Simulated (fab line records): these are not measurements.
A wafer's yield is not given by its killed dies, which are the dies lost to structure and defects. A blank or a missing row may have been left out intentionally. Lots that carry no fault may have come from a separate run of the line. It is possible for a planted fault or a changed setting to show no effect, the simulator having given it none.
Matching of chambers || flow nand-harc || ald-hk-02 running NHARC_A_CHANNEL_FILL_D2_ALD_02: 4 sister chambers
The step deposits SiO2, target thk 6 nm, pulse time 10 s, ald cycles 60. 8 wafers are shown with their chamber, then 9 later ones without.

## WAFERS PAIRED WITH THEIR CHAMBERS
{"wafer": "L958.6", "chamber": 3, "heater-power-w (W)": 473, "precursor-pulse-height-rel": 0.965}
{"wafer": "L959.3", "chamber": 3, "heater-power-w (W)": 459, "precursor-pulse-height-rel": 1.024}
{"wafer": "L959.5", "chamber": 0, "heater-power-w (W)": 457, "precursor-pulse-height-rel": 1.040}
{"wafer": "L960.5", "chamber": 2, "heater-power-w (W)": 453, "precursor-pulse-height-rel": 0.995}
{"wafer": "L960.6", "chamber": 1, "heater-power-w (W)": 485, "precursor-pulse-height-rel": 0.986}
{"wafer": "L962.3", "chamber": 0, "heater-power-w (W)": 461, "precursor-pulse-height-rel": 0.989}
{"wafer": "L962.4", "chamber": 2, "heater-power-w (W)": 449, "precursor-pulse-height-rel": 1.006}
{"wafer": "L962.6", "chamber": 1, "heater-power-w (W)": 474, "precursor-pulse-height-rel": 0.984}

## WAFERS WITHOUT THEIR CHAMBER
{"wafer": "L963.1", "heater-power-w (W)": 447, "precursor-pulse-height-rel": 0.975}
{"wafer": "L963.3", "heater-power-w (W)": 488, "precursor-pulse-height-rel": 1.009}
{"wafer": "L963.6", "heater-power-w (W)": 463, "precursor-pulse-height-rel": 1.019}
{"wafer": "L964.3", "heater-power-w (W)": 457, "precursor-pulse-height-rel": 1.040}
{"wafer": "L964.4", "heater-power-w (W)": 455, "precursor-pulse-height-rel": 0.959}
{"wafer": "L964.5", "heater-power-w (W)": 479, "precursor-pulse-height-rel": 0.987}
{"wafer": "L967.1", "heater-power-w (W)": 472, "precursor-pulse-height-rel": 1.029}
{"wafer": "L967.2", "heater-power-w (W)": 447, "precursor-pulse-height-rel": 0.991}
{"wafer": "L967.6", "heater-power-w (W)": 457, "precursor-pulse-height-rel": 0.995}

## EACH ONE'S CHAMBER
{"wafer": "L963.1", "from the rows above": "can't be placed: 2 or 0 or 3", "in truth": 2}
{"wafer": "L963.3", "from the rows above": "can't be placed: 1 or 3", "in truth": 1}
{"wafer": "L963.6", "from the rows above": "can't be placed: 0 or 3 or 2", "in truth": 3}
{"wafer": "L964.3", "from the rows above": "can't be placed: 0 or 2 or 3", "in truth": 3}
{"wafer": "L964.4", "from the rows above": "can't be placed: 2 or 0 or 3", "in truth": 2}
{"wafer": "L964.5", "from the rows above": "can't be placed: 1 or 3", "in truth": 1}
{"wafer": "L967.1", "from the rows above": "can't be placed: 3 or 1 or 0 or 2", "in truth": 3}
{"wafer": "L967.2", "from the rows above": "can't be placed: 2 or 0", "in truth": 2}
{"wafer": "L967.6", "from the rows above": "can't be placed: 0 or 2 or 3", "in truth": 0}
Placed correctly: 0 of 9. Can't be placed from these rows: 9 (the true chamber is among the candidates in 9). Wrongly placed: 0.
How it was worked out, from the rows above alone: a wafer's distance from a chamber is the root of the sum, over the readings, of the square of ((its reading less the chamber's mean) divided by the reading's scatter). The wafer belongs to the nearest chamber; if the next one is less than 2 further off, it can't be placed. The mean given for a chamber averages the wafers shown for that chamber. The scatter: take each reading less its chamber's mean, square it, sum over the shown wafers, divide by the number of wafers less the number of chambers, and take the root.
